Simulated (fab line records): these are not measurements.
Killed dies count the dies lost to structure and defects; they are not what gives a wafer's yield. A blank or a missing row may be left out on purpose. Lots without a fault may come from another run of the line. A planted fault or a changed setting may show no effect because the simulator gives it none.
What tool caused it?	flow n5-finfet	22 lots, 66 wafers sampled, at 6 steps of a route of 1938

## WHAT EACH GAUGE READ, for each wafer
N5_BEOL_M7_CD_MEAS_28: target cd 40 nm.
lot	measured	on	cd-nm (nm)
L074	day 10 19:04	cd-sem-01	40.16 40.46 40.33
L076	day 10 19:14	cd-sem-03	40.31 40.52 40.10
L075	day 10 22:22	cd-sem-02	39.92 40.06 40.09
L077	day 11 05:34	cd-sem-01	40.15 39.98 39.93
L078	day 11 15:05	cd-sem-03	40.24 39.90 39.71
L079	day 12 01:11	cd-sem-02	39.82 40.22 39.87
L080	day 12 04:23	cd-sem-03	39.76 39.85 40.19
L081	day 12 04:21	cd-sem-02	40.19 39.93 39.85
L082	day 12 12:57	cd-sem-03	39.68 39.73 39.75
L085	day 12 17:05	cd-sem-01	40.16 40.46 39.84
L083	day 12 19:47	cd-sem-02	39.86 39.77 40.19
L084	day 13 07:45	cd-sem-01	39.88 40.27 39.91
L087	day 13 13:02	cd-sem-01	39.57 39.91 40.24
L089	day 13 14:05	cd-sem-02	39.41 39.93 39.67
L086	day 13 14:14	cd-sem-03	40.05 39.65 40.04
L088	day 14 08:25	cd-sem-02	39.79 40.24 39.74
L090	day 14 12:00	cd-sem-03	39.82 40.00 39.70
L091	day 15 02:30	cd-sem-01	39.51 40.04 39.85
L093	day 15 11:13	cd-sem-03	39.93 40.01 39.88
L095	day 15 13:20	cd-sem-03	39.93 39.78 39.70
L096	day 15 13:22	cd-sem-02	40.40 40.07 40.10
L097	day 16 10:22	cd-sem-02	39.75 39.88 39.97

## TOOL THAT RAN EACH LOT (tool first, then ch and the chambers of the sampled wafers, then the start)
lot	N5_BEOL_M6_STRIP_36	N5_BEOL_M6_DEP_56	N5_BEOL_M7_ETCH_61	N5_BEOL_M7_ETCH_62	N5_BEOL_M7_HM_OPEN_17
L074	rie-diel-05 ch 0,1,2, day 10 08:52	pecvd-01 ch 0,1, day 10 12:50	rie-diel-06 ch 1,2,3, day 10 16:24	rie-diel-06 ch 1,2,3, day 10 16:28	rie-metal-03 ch 1, day 10 16:38
L076	rie-diel-05 ch 0,2, day 10 11:17	pecvd-04 ch 0,1, day 10 14:04	rie-diel-06 ch 1,3, day 10 16:44	rie-diel-06 ch 1,3, day 10 16:47	rie-metal-03 ch 0,1, day 10 16:59
L075	rie-diel-05 ch 0,1,3, day 10 15:16	pecvd-02 ch 0,1, day 10 18:35	rie-diel-02 ch 0,1,2, day 10 20:54	rie-diel-02 ch 0,1,2, day 10 20:58	rie-metal-01 ch 0,1, day 10 21:09
L077	rie-diel-01 ch 0,1,2, day 10 22:31	pecvd-02 ch 0,1, day 11 01:17	rie-diel-06 ch 0,1,2, day 11 03:35	rie-diel-06 ch 0,1,2, day 11 03:39	rie-metal-01 ch 0,1, day 11 03:50
L078	rie-diel-03 ch 0,3, day 11 07:05	pecvd-01 ch 0,1, day 11 09:53	rie-diel-02 ch 0,1,2, day 11 13:56	rie-diel-02 ch 0,1,2, day 11 13:59	rie-metal-01 ch 0,1, day 11 14:10
L079	rie-diel-01 ch 0,1,2, day 11 16:01	pecvd-02 ch 0,2, day 11 18:56	rie-diel-02 ch 0,1,2, day 11 22:18	rie-diel-02 ch 0,1,2, day 11 22:21	rie-metal-01 ch 0,1, day 11 22:32
L080	rie-diel-01 ch 0,1,2, day 11 19:08	pecvd-04 ch 0,1,2, day 11 22:41	rie-diel-06 ch 0,2,3, day 12 02:49	rie-diel-06 ch 0,2,3, day 12 02:52	rie-metal-02 ch 0,1, day 12 03:03
L081	rie-diel-05 ch 0,1,3, day 11 19:35	pecvd-04 ch 0,1,2, day 11 23:28	rie-diel-02 ch 0,1,3, day 12 02:50	rie-diel-02 ch 0,1,3, day 12 02:53	rie-metal-03 ch 0, day 12 03:04
L082	rie-diel-05 ch 0,3, day 12 02:46	pecvd-01 ch 0,1, day 12 06:11	rie-diel-02 ch 0,1,3, day 12 09:14	rie-diel-02 ch 0,1,3, day 12 09:18	rie-metal-01 ch 0,1, day 12 09:29
L085	rie-diel-03 ch 1,2, day 12 10:25	pecvd-02 ch 0,1,2, day 12 13:20	rie-diel-02 ch 0,2, day 12 14:46	rie-diel-02 ch 0,2, day 12 14:49	rie-metal-01 ch 1, day 12 15:00
L083	rie-diel-03 ch 0,1,3, day 12 14:09	pecvd-01 ch 0,1,2, day 12 16:36	rie-diel-06 ch 0,2, day 12 18:21	rie-diel-06 ch 0,2, day 12 18:24	rie-metal-01 ch 0,1, day 12 18:35
L084	rie-diel-03 ch 2,3, day 13 01:02	pecvd-04 ch 0,1,2, day 13 03:48	rie-diel-02 ch 0,2,3, day 13 06:37	rie-diel-02 ch 0,2,3, day 13 06:41	rie-metal-02 ch 0,1, day 13 06:52
L087	rie-diel-05 ch 0,1, day 13 03:28	pecvd-02 ch 0,1,2, day 13 07:15	rie-diel-04 ch 1,2, day 13 09:46	rie-diel-04 ch 1,2, day 13 09:49	rie-metal-03 ch 1, day 13 10:04
L089	rie-diel-05 ch 2,3, day 13 06:07	pecvd-02 ch 0,2, day 13 08:46	rie-diel-02 ch 0,1,3, day 13 12:34	rie-diel-02 ch 0,1,3, day 13 12:38	rie-metal-02 ch 0,1, day 13 12:49
L086	rie-diel-05 ch 1,2, day 13 06:41	pecvd-02 ch 0,2, day 13 09:35	rie-diel-04 ch 0,1,2, day 13 12:44	rie-diel-04 ch 0,1,2, day 13 12:48	rie-metal-01 ch 0,1, day 13 12:59
L088	rie-diel-05 ch 1,2,3, day 13 19:39	pecvd-02 ch 0,2, day 13 23:56	rie-diel-02 ch 0,2, day 14 03:53	rie-diel-02 ch 0,2, day 14 03:57	rie-metal-02 ch 1, day 14 04:08
L090	rie-diel-01 ch 1,2,3, day 14 02:47	pecvd-04 ch 0,2, day 14 05:26	rie-diel-04 ch 0,1, day 14 10:17	rie-diel-04 ch 0,1, day 14 10:21	rie-metal-02 ch 1, day 14 10:32
L091	rie-diel-03 ch 1,2, day 14 17:31	pecvd-02 ch 1,2, day 14 20:27	rie-diel-02 ch 1,3, day 14 23:05	rie-diel-02 ch 1,3, day 14 23:08	rie-metal-01 ch 0,1, day 14 23:20
L093	rie-diel-03 ch 0,1,2, day 15 03:05	pecvd-02 ch 1,2, day 15 06:50	rie-diel-02 ch 1,2, day 15 08:38	rie-diel-02 ch 1,2, day 15 08:42	rie-metal-02 ch 0,1, day 15 08:53
L095	rie-diel-05 ch 1,2,3, day 15 05:17	pecvd-04 ch 0,1, day 15 08:37	rie-diel-04 ch 0,1,2, day 15 12:12	rie-diel-04 ch 0,1,2, day 15 12:16	rie-metal-02 ch 0,1, day 15 12:26
L096	rie-diel-01 ch 1,2,3, day 15 06:13	pecvd-02 ch 0,1, day 15 10:02	rie-diel-04 ch 1,2,3, day 15 12:28	rie-diel-04 ch 1,2,3, day 15 12:31	rie-metal-03 ch 0,1, day 15 12:43
L097	rie-diel-03 ch 0,2, day 16 02:02	pecvd-01 ch 0,1, day 16 05:27	rie-diel-06 ch 0,1,2, day 16 08:17	rie-diel-06 ch 0,1,2, day 16 08:20	rie-metal-02 ch 0, day 16 08:31
- N5_BEOL_M6_STRIP_36: strips in N2/H2.
- N5_BEOL_M6_DEP_56: deposits SiCN from 3MS/NH3, target thk 10 nm, time 17.5 s.
- N5_BEOL_M7_ETCH_61: etches SiARC in CF4, target depth 45.5 nm, time 75.8 s.
- N5_BEOL_M7_ETCH_62: etches SOC in N2/H2, target depth 110 nm, overetch 22 nm, time 165 s.
- N5_BEOL_M7_HM_OPEN_17: chemistry Cl2/BCl3, target TiN, target depth 20 nm, overetch 6 nm.

## AS READ BY THE TOOLS THEMSELVES (means over the sampled wafers that have a number; for cases with no such wafer, the mark the record gives instead)
N5_BEOL_M6_STRIP_36.
lot	tool	drypump-motor-current-A (A)	oes-product-au (a.u.)	power-w (W)	rf-vpp-V (V)	showerhead-plenum-p-Torr (Torr)	throttle-valve-pct (%)
L074	rie-diel-05	5.6	0.83	448.9	58.5	2.50	23.8
L076	rie-diel-05	5.6	0.79	450.7	59.3	2.45	23.9
L075	rie-diel-05	5.5	0.87	450.1	60.2	2.48	23.8
L077	rie-diel-01	5.5	0.87	450.3	58.3	2.47	23.5
L078	rie-diel-03	6.1	0.76	450.0	59.6	2.56	23.2
L079	rie-diel-01	5.5	0.87	449.2	59.4	2.47	23.6
L080	rie-diel-01	5.5	0.87	449.2	59.8	2.47	23.5
L081	rie-diel-05	5.6	0.84	449.8	59.3	2.48	23.8
L082	rie-diel-05	5.5	0.86	450.3	59.3	2.52	23.8
L085	rie-diel-03	5.6	0.87	450.7	58.4	2.71	23.9
L083	rie-diel-03	5.8	0.80	451.7	57.2	2.63	23.5
L084	rie-diel-03	6.0	0.85	449.9	59.6	2.65	23.4
L087	rie-diel-05	5.6	0.81	448.6	59.7	2.44	23.9
L089	rie-diel-05	5.5	0.87	449.8	58.5	2.62	23.5
L086	rie-diel-05	5.7	0.81	448.8	60.5	2.59	23.6
L088	rie-diel-05	5.6	0.83	449.7	58.9	2.58	23.6
L090	rie-diel-01	5.8	0.83	451.3	58.9	2.53	23.6
L091	rie-diel-03	5.6	0.86	450.8	58.2	2.71	23.8
L093	rie-diel-03	5.6	0.85	449.3	60.1	2.70	23.7
L095	rie-diel-05	5.6	0.82	448.9	57.6	2.57	23.6
L096	rie-diel-01	5.8	0.82	450.7	59.1	2.53	23.6
L097	rie-diel-03	5.6	0.87	451.4	60.5	2.70	23.6

N5_BEOL_M6_DEP_56.
lot	tool	showerhead-plenum-p-Torr (Torr)	showerhead-vpp-V (V)	throttle-valve-pct (%)
L074	pecvd-01	3.672	856	8.6
L076	pecvd-04	3.669	893	9.3
L075	pecvd-02	3.662	864	9.6
L077	pecvd-02	3.660	872	9.7
L078	pecvd-01	3.673	864	8.7
L079	pecvd-02	3.664	882	9.3
L080	pecvd-04	3.655	877	9.2
L081	pecvd-04	3.656	874	9.1
L082	pecvd-01	3.674	867	8.7
L085	pecvd-02	3.660	873	9.4
L083	pecvd-01	3.670	878	8.6
L084	pecvd-04	3.660	884	9.1
L087	pecvd-02	3.656	878	9.4
L089	pecvd-02	3.655	877	9.1
L086	pecvd-02	3.669	884	9.4
L088	pecvd-02	3.652	863	9.0
L090	pecvd-04	3.656	852	9.0
L091	pecvd-02	3.648	862	9.3
L093	pecvd-02	3.652	863	9.5
L095	pecvd-04	3.665	896	9.4
L096	pecvd-02	3.669	879	9.6
L097	pecvd-01	3.674	861	8.6

N5_BEOL_M7_ETCH_61.
lot	tool	drypump-motor-current-A (A)	etch-rf-on-time-s (s)	oes-product-au (a.u.)	rf-vpp-V (V)	showerhead-plenum-p-Torr (Torr)	throttle-valve-pct (%)
L074	rie-diel-06	5.5	77.4	0.62	183.9	2.13	15.82
L076	rie-diel-06	5.6	78.5	0.60	184.3	2.19	15.90
L075	rie-diel-02	6.1	76.1	0.68	184.9	2.15	15.40
L077	rie-diel-06	6.1	75.3	0.67	184.0	2.14	15.72
L078	rie-diel-02	6.1	76.5	0.67	184.5	2.15	15.40
L079	rie-diel-02	6.1	76.2	0.67	183.8	2.15	15.40
L080	rie-diel-06	5.7	75.9	0.66	182.9	2.12	15.64
L081	rie-diel-02	6.2	74.0	0.68	184.5	2.14	15.58
L082	rie-diel-02	6.2	74.8	0.67	184.1	2.14	15.57
L085	rie-diel-02	6.1	77.9	0.68	183.6	2.10	15.42
L083	rie-diel-06	5.9	74.3	0.68	183.5	2.09	15.67
L084	rie-diel-02	6.2	77.1	0.68	182.8	2.10	15.60
L087	rie-diel-04	5.2	77.3	0.62	183.4	2.07	15.71
L089	rie-diel-02	6.2	75.1	0.66	183.2	2.14	15.59
L086	rie-diel-04	5.4	76.9	0.67	183.7	2.09	15.65
L088	rie-diel-02	5.8	76.5	0.68	183.7	2.12	15.42
L090	rie-diel-04	5.7	74.0	0.73	183.9	2.12	15.61
L091	rie-diel-02	6.7	74.7	0.65	184.3	2.11	15.80
L093	rie-diel-02	6.4	75.6	0.63	184.3	2.16	15.46
L095	rie-diel-04	5.4	76.4	0.66	182.6	2.09	15.69
L096	rie-diel-04	5.3	76.7	0.63	182.6	2.07	15.75
L097	rie-diel-06	6.1	76.3	0.63	183.9	2.13	15.80

N5_BEOL_M7_ETCH_62.
lot	tool	drypump-motor-current-A (A)	oes-product-au (a.u.)	rf-vpp-V (V)	showerhead-plenum-p-Torr (Torr)	throttle-valve-pct (%)
L074	rie-diel-06	5.6	0.62	523.1	2.54	18.06
L076	rie-diel-06	5.7	0.61	525.2	2.60	18.13
L075	rie-diel-02	6.1	0.68	524.0	2.57	17.69
L077	rie-diel-06	6.1	0.66	524.5	2.55	17.99
L078	rie-diel-02	6.1	0.67	523.7	2.56	17.70
L079	rie-diel-02	6.1	0.67	524.4	2.56	17.69
L080	rie-diel-06	5.7	0.66	522.7	2.52	17.90
L081	rie-diel-02	6.2	0.66	524.1	2.57	17.93
L082	rie-diel-02	6.2	0.67	524.3	2.57	17.92
L085	rie-diel-02	6.2	0.68	522.4	2.50	17.71
L083	rie-diel-06	5.9	0.66	522.0	2.48	17.93
L084	rie-diel-02	6.2	0.67	522.4	2.50	17.95
L087	rie-diel-04	5.2	0.62	521.3	2.45	17.79
L089	rie-diel-02	6.2	0.66	524.2	2.56	17.94
L086	rie-diel-04	5.4	0.67	522.3	2.47	17.77
L088	rie-diel-02	5.8	0.69	524.4	2.53	17.74
L090	rie-diel-04	5.7	0.71	522.6	2.50	17.78
L091	rie-diel-02	6.7	0.63	521.8	2.52	18.18
L093	rie-diel-02	6.4	0.62	525.2	2.58	17.73
L095	rie-diel-04	5.5	0.66	522.2	2.47	17.81
L096	rie-diel-04	5.3	0.63	522.7	2.46	17.89
L097	rie-diel-06	6.1	0.63	524.6	2.54	18.05

N5_BEOL_M7_HM_OPEN_17.
lot	tool	drypump-motor-current-A (A)	oes-product-au (a.u.)	throttle-valve-pct (%)
L074	rie-metal-03	6.0	0.66	22.14
L076	rie-metal-03	5.7	0.61	22.29
L075	rie-metal-01	5.4	0.58	22.12
L077	rie-metal-01	5.4	0.58	22.09
L078	rie-metal-01	5.5	0.57	22.21
L079	rie-metal-01	5.5	0.57	22.23
L080	rie-metal-02	5.7	0.57	22.69
L081	rie-metal-03	5.3	0.55	22.58
L082	rie-metal-01	5.4	0.58	22.10
L085	rie-metal-01	5.3	0.59	22.00
L083	rie-metal-01	5.5	0.56	22.22
L084	rie-metal-02	5.4	0.57	22.42
L087	rie-metal-03	6.0	0.64	22.17
L089	rie-metal-02	5.4	0.56	22.43
L086	rie-metal-01	5.5	0.56	22.21
L088	rie-metal-02	5.1	0.56	22.13
L090	rie-metal-02	5.1	0.57	22.14
L091	rie-metal-01	5.5	0.56	22.23
L093	rie-metal-02	5.7	0.73	22.26
L095	rie-metal-02	5.4	0.65	22.22
L096	rie-metal-03	5.5	0.74	22.42
L097	rie-metal-02	6.0	0.79	22.34

## THE ANSWER, worked out from the rows above alone
Rule: the lots themselves supply what counts as usual. The widest of any qualifying gaps counts: lots, ordered by their means at a reading, are off when they make up no more than a third of the lots, leave a main group of 4 or more, and stand apart from it by 3 or more times the standard deviation of that group's means. A main group whose means are all the same, to the digits that the tables above print for the reading, isn't used. Also off: a lot with no number at a reading for which 4 or more lots have one. Where the step has rows for the other lots, those lots are counted as sound. Order of review: gauges by route order, followed by the tools' own readings, for which a lot's mean as printed above is used. At the first step where some lot is off, the reading lying furthest off is the one used; lots without a number count as furthest.
None of the lots is off at any reading shown; this tells nothing.

## WHAT THE SIMULATOR PUT IN
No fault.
